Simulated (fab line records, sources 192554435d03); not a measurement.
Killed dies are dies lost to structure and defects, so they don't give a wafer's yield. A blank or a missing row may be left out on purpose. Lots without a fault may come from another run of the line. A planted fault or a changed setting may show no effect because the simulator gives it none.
Chamber matching | flow n5_finfet | N5_HKMG_FIN_ALD_36 on ald_metal-03: 4 sister chambers
The step deposits TiN, target thk 1 nm, pulse time 1 s, purge time 3 s. 4 wafers are shown with their chamber, then 11 later ones without.

WAFERS WITH THEIR CHAMBER
wafer  | chamber | heater_power_w (W)
L091.4 | 3       | 903
L092.3 | 0       | 926
L092.5 | 2       | 936
L093.1 | 1       | 926

WAFERS WITHOUT THEIR CHAMBER
wafer  | heater_power_w (W)
L093.2 | 939
L093.5 | 895
L095.1 | 967
L095.4 | 943
L095.5 | 945
L096.1 | 935
L096.2 | 928
L096.3 | 965
L096.4 | 921
L096.5 | 949
L096.6 | 918

WHICH CHAMBER EACH WENT THROUGH
wafer  | from the rows above               | in truth
L093.2 | can't be placed: 2 or 0 or 1      | 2
L093.5 | can't be placed: 3 or 0 or 1      | 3
L095.1 | can't be placed: 2 or 0 or 1      | 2
L095.4 | can't be placed: 2 or 0 or 1      | 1
L095.5 | can't be placed: 2 or 0 or 1      | 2
L096.1 | can't be placed: 2 or 0 or 1      | 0
L096.2 | can't be placed: 0 or 1 or 2 or 3 | 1
L096.3 | can't be placed: 2 or 0 or 1      | 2
L096.4 | can't be placed: 0 or 1 or 2 or 3 | 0
L096.5 | can't be placed: 2 or 0 or 1      | 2
L096.6 | can't be placed: 0 or 1 or 3 or 2 | 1
Placed correctly: 0 of 11. Can't be placed from these rows: 11 (the true chamber is among the candidates in 11). Placed wrongly: 0.
How it was worked out, from the rows above alone: a wafer's distance from a chamber is the root of the sum, over the readings, of the square of ((its reading less the chamber's mean) divided by the reading's scatter). The wafer belongs to the nearest chamber; if the next one is less than 2 further off, it can't be placed. A chamber's mean is the mean of its shown wafers. The scatter: with one shown wafer a chamber, the root of the mean of the squares of how far each hidden wafer lies from its nearest shown one.
